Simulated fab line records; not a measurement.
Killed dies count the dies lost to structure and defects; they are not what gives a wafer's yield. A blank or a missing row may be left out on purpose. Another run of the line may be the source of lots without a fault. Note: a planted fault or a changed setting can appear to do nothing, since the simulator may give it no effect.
Chamber matching -- flow nandHarc -- 4 sister chambers for NHARC_P_BONDPAD_ETCH_37 on rieDiel-10
The step etches the open film in N2/H2, target depth 60 nm, overetch 18 nm, time 65.91 s. 18 wafers are shown with their chamber, then 9 later ones without.

== WAFERS WITH THEIR CHAMBER ==
wafer,chamber,showerheadPlenumPTorr (Torr),drypumpMotorCurrentA (A),rfVppV (V)
L074.3,0,1.93,6.22,427.9
L074.5,3,2.06,5.37,430.5
L074.6,0,1.93,6.22,427.1
L077.2,3,2.05,5.41,432.6
L077.5,2,2.19,5.60,435.0
L077.6,1,2.10,5.75,432.4
L084.1,0,1.93,6.21,426.3
L084.2,3,2.05,5.39,429.7
L084.4,0,1.93,6.21,428.6
L087.1,2,2.19,5.59,434.9
L087.2,0,1.93,6.20,427.3
L087.3,3,2.05,5.38,430.7
L089.1,3,2.05,5.38,430.7
L089.2,0,1.93,6.26,427.8
L089.5,2,2.19,5.59,435.9
L088.1,1,2.10,5.74,432.6
L088.2,3,2.05,5.39,431.7
L088.3,2,2.19,5.60,434.7

SIGNATURES (averages over the wafers above)
reading,chamber 0,chamber 1,chamber 2,chamber 3,scatter within a chamber
showerheadPlenumPTorr,1.9300,2.1000,2.1900,2.0517,0.00244
drypumpMotorCurrentA,6.2200,5.7450,5.5950,5.3867,0.0153
rfVppV,427.500,432.500,435.125,430.983,0.808
Rule: for a wafer and a chamber, the distance is found by dividing, reading by reading, the gap between the wafer's reading and the chamber's mean by the reading's scatter, squaring, summing and taking the root. If the next closest chamber is less than 2 further off than the closest, the wafer can't be placed; otherwise it belongs to the closest. The scatter is the square root of a quotient: the sum, over the shown wafers, of each reading's squared deviation from its chamber's mean, divided by wafers minus chambers.

== WAFERS WITH NO CHAMBER GIVEN ==
wafer,showerheadPlenumPTorr (Torr),drypumpMotorCurrentA (A),rfVppV (V)
L090.2,2.05,5.40,430.1
L090.5,2.19,5.60,432.4
L090.6,2.05,5.39,430.0
L092.1,2.09,5.77,432.5
L092.4,2.19,5.58,432.8
L092.6,1.93,6.20,425.9
L097.3,2.05,5.37,431.3
L097.4,2.09,5.77,432.5
L097.6,2.09,5.75,434.1

== WHICH CHAMBER EACH ONE RAN IN ==
wafer,from the rows above,in truth
L090.2,3,3
L090.5,2,2
L090.6,3,3
L092.1,1,1
L092.4,2,2
L092.6,0,0
L097.3,3,3
L097.4,1,1
L097.6,1,1
Correct placement for 9 of the 9. From these rows, 0 cannot be placed. Placed wrongly: 0.
